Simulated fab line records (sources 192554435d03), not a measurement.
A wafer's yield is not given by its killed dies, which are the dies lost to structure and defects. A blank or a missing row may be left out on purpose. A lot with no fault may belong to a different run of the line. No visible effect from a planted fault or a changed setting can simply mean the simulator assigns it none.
The tool behind it: which one? || flow n5Finfet || 28 wafers from 10 lots sampled at 5 of the route's 1938 steps

WHAT THE GAUGES READ, wafer by wafer
N5_BEOL_M2_THK_MEAS_53: measures by xrf. Usual: M2_THK typically reads 40.2 nm, with standard deviation 1.6.
{"lot": "L885", "measured": "day 6 22:58", "on": "filmMetro-01", "M2_THK (nm)": "40.6 39.1 39.9", "flag": ""}
{"lot": "L887", "measured": "day 7 10:59", "on": "filmMetro-02", "M2_THK (nm)": "40.7 38.8 39.7", "flag": ""}
{"lot": "L888", "measured": "day 7 15:53", "on": "filmMetro-02", "M2_THK (nm)": "39.6 38.2 40.1", "flag": ""}
{"lot": "L890", "measured": "day 8 03:41", "on": "filmMetro-01", "M2_THK (nm)": "38.7 38.4 38.4", "flag": ""}
{"lot": "L893", "measured": "day 8 13:58", "on": "filmMetro-01", "M2_THK (nm)": "39.9 38.1", "flag": ""}
{"lot": "L892", "measured": "day 8 20:49", "on": "filmMetro-01", "M2_THK (nm)": "38.5 37.1", "flag": ""}
{"lot": "L901", "measured": "day 12 04:30", "on": "filmMetro-02", "M2_THK (nm)": "39.3 38.6 38.4", "flag": ""}
{"lot": "L903", "measured": "day 12 06:12", "on": "filmMetro-02", "M2_THK (nm)": "39.9 40.6 41.7", "flag": ""}
{"lot": "L902", "measured": "day 12 08:47", "on": "filmMetro-01", "M2_THK (nm)": "39.6 39.5 41.6", "flag": ""}
{"lot": "L907", "measured": "day 12 18:43", "on": "filmMetro-01", "M2_THK (nm)": "39.9 41.2 40.7", "flag": ""}

N5_BEOL_M3_CD_MEAS_11 targets a cd of 17.05 nm. Usual: cdNm reads 17.12 nm (standard deviation 0.23).
{"lot": "L885", "measured": "day 7 00:57", "on": "cdSem-01", "cdNm (nm)": "16.84 17.00 17.05", "flag": ""}
{"lot": "L887", "measured": "day 7 12:27", "on": "cdSem-03", "cdNm (nm)": "16.86 17.23 17.13", "flag": ""}
{"lot": "L888", "measured": "day 7 18:10", "on": "cdSem-01", "cdNm (nm)": "16.95 16.57 17.19", "flag": ""}
{"lot": "L890", "measured": "day 8 05:22", "on": "cdSem-02", "cdNm (nm)": "17.36 17.56 17.46", "flag": ""}
{"lot": "L893", "measured": "day 8 17:27", "on": "cdSem-03", "cdNm (nm)": "16.83 17.38", "flag": ""}
{"lot": "L892", "measured": "day 8 23:51", "on": "cdSem-03", "cdNm (nm)": "17.63 17.41", "flag": ""}
{"lot": "L901", "measured": "day 12 06:56", "on": "cdSem-01", "cdNm (nm)": "16.49 16.85 16.80", "flag": ""}
{"lot": "L903", "measured": "day 12 08:42", "on": "cdSem-01", "cdNm (nm)": "16.97 16.95 17.30", "flag": ""}
{"lot": "L902", "measured": "day 12 11:46", "on": "cdSem-03", "cdNm (nm)": "17.27 17.20 17.19", "flag": ""}
{"lot": "L907", "measured": "day 12 20:23", "on": "cdSem-03", "cdNm (nm)": "17.31 16.95 17.31", "flag": ""}

N5_BEOL_M4_RC_MEAS_101. Usual: DIBL_N 36.3 mV/V, standard deviation 1.9; DIBL_P 36.0 mV/V, standard deviation 2.1; IOFF_N 0.16 nA/um, standard deviation 0.031; IOFF_P 0.21 nA/um, standard deviation 0.035; ION_N 675 uA/um, standard deviation 14; ION_P 464 uA/um, standard deviation 8.5; SS_N 71.5 mV/dec, standard deviation 0.6; SS_P 73.3 mV/dec, standard deviation 0.72; VT_N 250 mV, standard deviation 3.2; VT_P -250 mV, standard deviation 3.1.
{"lot": "L885", "measured": "day 7 18:26", "on": "prober-02", "DIBL_N (mV/V)": "37.9 38.2 37.5", "DIBL_P (mV/V)": "38.3 39.7 38.2", "IOFF_N (nA/um)": "0.19 0.21 0.19", "IOFF_P (nA/um)": "0.27 0.31 0.27", "ION_N (uA/um)": "683 705 688", "ION_P (uA/um)": "472 484 470", "SS_N (mV/dec)": "71.8 71.7 71.7", "SS_P (mV/dec)": "74.1 74.4 74.0", "VT_N (mV)": "247 245 245", "VT_P (mV)": "-245 -244 -246", "flag": ""}
{"lot": "L887", "measured": "day 8 06:11", "on": "prober-01", "DIBL_N (mV/V)": "33.5 37.7 34.6", "DIBL_P (mV/V)": "31.3 36.1 32.5", "IOFF_N (nA/um)": "0.11 0.17 0.13", "IOFF_P (nA/um)": "0.14 0.20 0.15", "ION_N (uA/um)": "649 662 664", "ION_P (uA/um)": "443 455 452", "SS_N (mV/dec)": "70.3 72.0 71.9", "SS_P (mV/dec)": "72.5 73.5 72.4", "VT_N (mV)": "254 253 253", "VT_P (mV)": "-258 -252 -256", "flag": ""}
{"lot": "L888", "measured": "day 8 15:01", "on": "prober-01", "DIBL_N (mV/V)": "34.5 34.5 39.1", "DIBL_P (mV/V)": "36.0 36.8 41.7", "IOFF_N (nA/um)": "0.14 0.14 0.24", "IOFF_P (nA/um)": "0.19 0.20 0.29", "ION_N (uA/um)": "691 673 698", "ION_P (uA/um)": "475 464 470", "SS_N (mV/dec)": "70.4 70.9 71.9", "SS_P (mV/dec)": "73.7 74.3 74.9", "VT_N (mV)": "249 251 242", "VT_P (mV)": "-252 -250 -247", "flag": ""}
{"lot": "L890", "measured": "day 9 00:40", "on": "prober-01", "DIBL_N (mV/V)": "34.9 33.6 33.5", "DIBL_P (mV/V)": "35.4 34.7 34.3", "IOFF_N (nA/um)": "0.14 0.13 0.14", "IOFF_P (nA/um)": "0.21 0.20 0.21", "ION_N (uA/um)": "667 671 681", "ION_P (uA/um)": "468 470 480", "SS_N (mV/dec)": "71.2 71.3 71.0", "SS_P (mV/dec)": "72.8 72.7 72.3", "VT_N (mV)": "249 250 249", "VT_P (mV)": "-248 -248 -247", "flag": ""}
{"lot": "L893", "measured": "day 9 10:32", "on": "prober-01", "DIBL_N (mV/V)": "35.0 33.5", "DIBL_P (mV/V)": "34.1 32.0", "IOFF_N (nA/um)": "0.12 0.10", "IOFF_P (nA/um)": "0.20 0.17", "ION_N (uA/um)": "663 651", "ION_P (uA/um)": "462 460", "SS_N (mV/dec)": "70.9 71.2", "SS_P (mV/dec)": "72.1 72.0", "VT_N (mV)": "255 256", "VT_P (mV)": "-249 -251", "flag": ""}
{"lot": "L892", "measured": "day 9 15:44", "on": "prober-02", "DIBL_N (mV/V)": "36.4 38.9", "DIBL_P (mV/V)": "35.1 37.4", "IOFF_N (nA/um)": "0.16 0.19", "IOFF_P (nA/um)": "0.22 0.25", "ION_N (uA/um)": "677 683", "ION_P (uA/um)": "470 467", "SS_N (mV/dec)": "70.3 71.8", "SS_P (mV/dec)": "72.6 73.2", "VT_N (mV)": "251 249", "VT_P (mV)": "-247 -245", "flag": ""}
{"lot": "L901", "measured": "day 13 07:18", "on": "prober-02", "DIBL_N (mV/V)": "39.3 36.0 36.2", "DIBL_P (mV/V)": "40.2 35.6 36.0", "IOFF_N (nA/um)": "0.22 0.15 0.15", "IOFF_P (nA/um)": "0.29 0.19 0.20", "ION_N (uA/um)": "696 694 686", "ION_P (uA/um)": "484 475 472", "SS_N (mV/dec)": "72.3 70.8 71.5", "SS_P (mV/dec)": "74.4 73.4 73.3", "VT_N (mV)": "246 249 249", "VT_P (mV)": "-245 -251 -252", "flag": ""}
{"lot": "L903", "measured": "day 13 19:43", "on": "prober-02", "DIBL_N (mV/V)": "37.5 39.9 40.5", "DIBL_P (mV/V)": "35.8 38.6 39.5", "IOFF_N (nA/um)": "0.16 0.21 0.24", "IOFF_P (nA/um)": "0.21 0.25 0.27", "ION_N (uA/um)": "694 683 715", "ION_P (uA/um)": "471 462 481", "SS_N (mV/dec)": "71.5 72.6 72.2", "SS_P (mV/dec)": "74.1 74.0 74.0", "VT_N (mV)": "249 245 244", "VT_P (mV)": "-249 -247 -245", "flag": ""}
{"lot": "L902", "measured": "day 14 01:24", "on": "prober-01", "DIBL_N (mV/V)": "38.9 36.9 37.8", "DIBL_P (mV/V)": "37.9 34.5 36.4", "IOFF_N (nA/um)": "0.18 0.15 0.15", "IOFF_P (nA/um)": "0.24 0.19 0.22", "ION_N (uA/um)": "673 673 648", "ION_P (uA/um)": "462 456 451", "SS_N (mV/dec)": "71.4 71.2 72.2", "SS_P (mV/dec)": "74.0 73.6 74.2", "VT_N (mV)": "248 249 253", "VT_P (mV)": "-249 -252 -252", "flag": ""}
{"lot": "L907", "measured": "day 14 12:35", "on": "prober-02", "DIBL_N (mV/V)": "35.8 34.3 36.3", "DIBL_P (mV/V)": "36.4 34.6 36.0", "IOFF_N (nA/um)": "0.15 0.13 0.15", "IOFF_P (nA/um)": "0.23 0.19 0.21", "ION_N (uA/um)": "676 673 676", "ION_P (uA/um)": "469 465 465", "SS_N (mV/dec)": "72.4 71.7 72.0", "SS_P (mV/dec)": "73.1 72.1 72.5", "VT_N (mV)": "251 253 251", "VT_P (mV)": "-249 -250 -249", "flag": ""}

EACH LOT AND THE TOOL THAT RAN IT (in order: tool; ch and the chambers of the sampled wafers; start)
{"lot": "L885", "N5_BEOL_M3_ETCH_63": "rieDiel-01 ch 0,3, day 7 01:10", "N5_BEOL_M3_STRIP_19": "rieDiel-01 ch 0,2, day 7 01:29"}
{"lot": "L887", "N5_BEOL_M3_ETCH_63": "rieDiel-01 ch 0,3, day 7 12:46", "N5_BEOL_M3_STRIP_19": "rieDiel-01 ch 0,3, day 7 13:04"}
{"lot": "L888", "N5_BEOL_M3_ETCH_63": "rieDiel-01 ch 0,1, day 7 18:21", "N5_BEOL_M3_STRIP_19": "rieDiel-01 ch 0,2,3, day 7 18:40"}
{"lot": "L890", "N5_BEOL_M3_ETCH_63": "rieDiel-05 ch 0,1,3, day 8 05:41", "N5_BEOL_M3_STRIP_19": "rieDiel-01 ch 0,2,3, day 8 05:59"}
{"lot": "L893", "N5_BEOL_M3_ETCH_63": "rieDiel-01 ch 0,3, day 8 17:37", "N5_BEOL_M3_STRIP_19": "rieDiel-05 ch 3, day 8 17:55"}
{"lot": "L892", "N5_BEOL_M3_ETCH_63": "rieDiel-01 ch 0,3, day 9 00:02", "N5_BEOL_M3_STRIP_19": "rieDiel-01 ch 0,3, day 9 00:27"}
{"lot": "L901", "N5_BEOL_M3_ETCH_63": "rieDiel-05 ch 2,3, day 12 07:06", "N5_BEOL_M3_STRIP_19": "rieDiel-06 ch 1,2,3, day 12 07:25"}
{"lot": "L903", "N5_BEOL_M3_ETCH_63": "rieDiel-06 ch 0,2, day 12 08:53", "N5_BEOL_M3_STRIP_19": "rieDiel-05 ch 0,1,3, day 12 09:11"}
{"lot": "L902", "N5_BEOL_M3_ETCH_63": "rieDiel-01 ch 0,1,2, day 12 11:56", "N5_BEOL_M3_STRIP_19": "rieDiel-05 ch 0,1,3, day 12 12:15"}
{"lot": "L907", "N5_BEOL_M3_ETCH_63": "rieDiel-01 ch 0,2, day 12 20:34", "N5_BEOL_M3_STRIP_19": "rieDiel-01 ch 0,2, day 12 20:52"}
- N5_BEOL_M3_ETCH_63: etches SiARC in CF4, target depth 15.6 nm, time 26 s.
- N5_BEOL_M3_STRIP_19: strips in O2.

AS READ BY THE TOOLS THEMSELVES (means over the sampled wafers that have a number; for cases with no such wafer, the mark the record gives instead)
N5_BEOL_M3_ETCH_63. Usual: drypumpMotorCurrentA 5.5 A, standard deviation 0.66; etchRfOnTimeS 26.1 s, standard deviation 0.54; oesProductAu 0.64 a.u., standard deviation 0.068; rfVppV 184.2 V, standard deviation 1.1; showerheadPlenumPTorr 2.16 Torr, standard deviation 0.067; throttleValvePct 15.78 %, standard deviation 0.21.
{"lot": "L885", "tool": "rieDiel-01", "drypumpMotorCurrentA (A)": 4.8, "etchRfOnTimeS (s)": 25.9, "oesProductAu (a.u.)": 0.63, "rfVppV (V)": 184.5, "showerheadPlenumPTorr (Torr)": 2.16, "throttleValvePct (%)": 15.89, "flag": ""}
{"lot": "L887", "tool": "rieDiel-01", "drypumpMotorCurrentA (A)": 4.8, "etchRfOnTimeS (s)": 26.1, "oesProductAu (a.u.)": 0.63, "rfVppV (V)": 184.8, "showerheadPlenumPTorr (Torr)": 2.16, "throttleValvePct (%)": 15.90, "flag": ""}
{"lot": "L888", "tool": "rieDiel-01", "drypumpMotorCurrentA (A)": 5.1, "etchRfOnTimeS (s)": 25.6, "oesProductAu (a.u.)": 0.62, "rfVppV (V)": 185.3, "showerheadPlenumPTorr (Torr)": 2.22, "throttleValvePct (%)": 15.77, "flag": ""}
{"lot": "L890", "tool": "rieDiel-05", "drypumpMotorCurrentA (A)": 6.1, "etchRfOnTimeS (s)": 25.9, "oesProductAu (a.u.)": 0.68, "rfVppV (V)": 183.5, "showerheadPlenumPTorr (Torr)": 2.12, "throttleValvePct (%)": 15.77, "flag": ""}
{"lot": "L893", "tool": "rieDiel-01", "drypumpMotorCurrentA (A)": 4.8, "etchRfOnTimeS (s)": 22.7, "oesProductAu (a.u.)": 0.69, "rfVppV (V)": 183.8, "showerheadPlenumPTorr (Torr)": 2.17, "throttleValvePct (%)": 15.92, "flag": "OFF"}
{"lot": "L892", "tool": "rieDiel-01", "drypumpMotorCurrentA (A)": 4.8, "etchRfOnTimeS (s)": 19.1, "oesProductAu (a.u.)": 0.75, "rfVppV (V)": 185.0, "showerheadPlenumPTorr (Torr)": 2.17, "throttleValvePct (%)": 15.91, "flag": "OFF"}
{"lot": "L901", "tool": "rieDiel-05", "drypumpMotorCurrentA (A)": 5.0, "etchRfOnTimeS (s)": 26.1, "oesProductAu (a.u.)": 0.69, "rfVppV (V)": 186.3, "showerheadPlenumPTorr (Torr)": 2.24, "throttleValvePct (%)": 15.66, "flag": ""}
{"lot": "L903", "tool": "rieDiel-06", "drypumpMotorCurrentA (A)": 6.4, "etchRfOnTimeS (s)": 26.0, "oesProductAu (a.u.)": 0.70, "rfVppV (V)": 184.3, "showerheadPlenumPTorr (Torr)": 2.19, "throttleValvePct (%)": 15.34, "flag": ""}
{"lot": "L902", "tool": "rieDiel-01", "drypumpMotorCurrentA (A)": 5.2, "etchRfOnTimeS (s)": 25.9, "oesProductAu (a.u.)": 0.70, "rfVppV (V)": 184.7, "showerheadPlenumPTorr (Torr)": 2.18, "throttleValvePct (%)": 15.73, "flag": ""}
{"lot": "L907", "tool": "rieDiel-01", "drypumpMotorCurrentA (A)": 5.2, "etchRfOnTimeS (s)": 26.3, "oesProductAu (a.u.)": 0.63, "rfVppV (V)": 183.8, "showerheadPlenumPTorr (Torr)": 2.19, "throttleValvePct (%)": 15.97, "flag": ""}

N5_BEOL_M3_STRIP_19. Usual: drypumpMotorCurrentA 5.6 A, standard deviation 0.7; oesProductAu 0.75 a.u., standard deviation 0.077; rfVppV 3.6 V, standard deviation 0.42; showerheadPlenumPTorr 2.11 Torr, standard deviation 0.076; tempC 40.00 C, standard deviation 0.1; throttleValvePct 16.80 %, standard deviation 0.24.
{"lot": "L885", "tool": "rieDiel-01", "drypumpMotorCurrentA (A)": 5.2, "oesProductAu (a.u.)": 0.78, "rfVppV (V)": 3.8, "showerheadPlenumPTorr (Torr)": 2.16, "tempC (C)": 39.95, "throttleValvePct (%)": 16.92, "flag": ""}
{"lot": "L887", "tool": "rieDiel-01", "drypumpMotorCurrentA (A)": 4.9, "oesProductAu (a.u.)": 0.75, "rfVppV (V)": 3.6, "showerheadPlenumPTorr (Torr)": 2.16, "tempC (C)": 40.00, "throttleValvePct (%)": 16.98, "flag": ""}
{"lot": "L888", "tool": "rieDiel-01", "drypumpMotorCurrentA (A)": 5.1, "oesProductAu (a.u.)": 0.75, "rfVppV (V)": 3.7, "showerheadPlenumPTorr (Torr)": 2.13, "tempC (C)": 40.12, "throttleValvePct (%)": 16.98, "flag": ""}
{"lot": "L890", "tool": "rieDiel-01", "drypumpMotorCurrentA (A)": 5.1, "oesProductAu (a.u.)": 0.74, "rfVppV (V)": 3.5, "showerheadPlenumPTorr (Torr)": 2.13, "tempC (C)": 40.06, "throttleValvePct (%)": 16.97, "flag": ""}
{"lot": "L893", "tool": "rieDiel-05", "drypumpMotorCurrentA (A)": 4.9, "oesProductAu (a.u.)": 0.92, "rfVppV (V)": 3.1, "showerheadPlenumPTorr (Torr)": 2.23, "tempC (C)": 39.97, "throttleValvePct (%)": 16.62, "flag": ""}
{"lot": "L892", "tool": "rieDiel-01", "drypumpMotorCurrentA (A)": 4.8, "oesProductAu (a.u.)": 0.72, "rfVppV (V)": 3.5, "showerheadPlenumPTorr (Torr)": 2.13, "tempC (C)": 39.97, "throttleValvePct (%)": 17.02, "flag": ""}
{"lot": "L901", "tool": "rieDiel-06", "drypumpMotorCurrentA (A)": 5.8, "oesProductAu (a.u.)": 0.76, "rfVppV (V)": 3.6, "showerheadPlenumPTorr (Torr)": 2.06, "tempC (C)": 40.13, "throttleValvePct (%)": 16.61, "flag": ""}
{"lot": "L903", "tool": "rieDiel-05", "drypumpMotorCurrentA (A)": 6.1, "oesProductAu (a.u.)": 0.75, "rfVppV (V)": 3.4, "showerheadPlenumPTorr (Torr)": 2.06, "tempC (C)": 40.00, "throttleValvePct (%)": 16.85, "flag": ""}
{"lot": "L902", "tool": "rieDiel-05", "drypumpMotorCurrentA (A)": 6.1, "oesProductAu (a.u.)": 0.75, "rfVppV (V)": 3.8, "showerheadPlenumPTorr (Torr)": 2.06, "tempC (C)": 40.00, "throttleValvePct (%)": 16.85, "flag": ""}
{"lot": "L907", "tool": "rieDiel-01", "drypumpMotorCurrentA (A)": 5.4, "oesProductAu (a.u.)": 0.73, "rfVppV (V)": 3.7, "showerheadPlenumPTorr (Torr)": 2.12, "tempC (C)": 40.16, "throttleValvePct (%)": 17.01, "flag": ""}

THE ANSWER, worked out from the rows above alone
Rule: a lot counts as off when the mean over its wafers that have a number is more than 3 standard deviations away from the usual mean. Also off: a lot with no number at a reading for which 4 or more lots have one. The other lots that the step has rows for count as sound. The gauges are gone through in route order, then the tools' own readings, and for those a lot's mean is taken as printed above. At the first step where some lot is off, the reading lying furthest off is the one used; lots without a number count as furthest.
Off at N5_BEOL_M3_ETCH_63 (etchRfOnTimeS): L893, L892.
If a tool, at that step or one of the process steps before it, ran each lot that is off and ran no sound lot following the first of them, it fits. Of those tried, none fits.

WHAT THE SIMULATOR PUT IN
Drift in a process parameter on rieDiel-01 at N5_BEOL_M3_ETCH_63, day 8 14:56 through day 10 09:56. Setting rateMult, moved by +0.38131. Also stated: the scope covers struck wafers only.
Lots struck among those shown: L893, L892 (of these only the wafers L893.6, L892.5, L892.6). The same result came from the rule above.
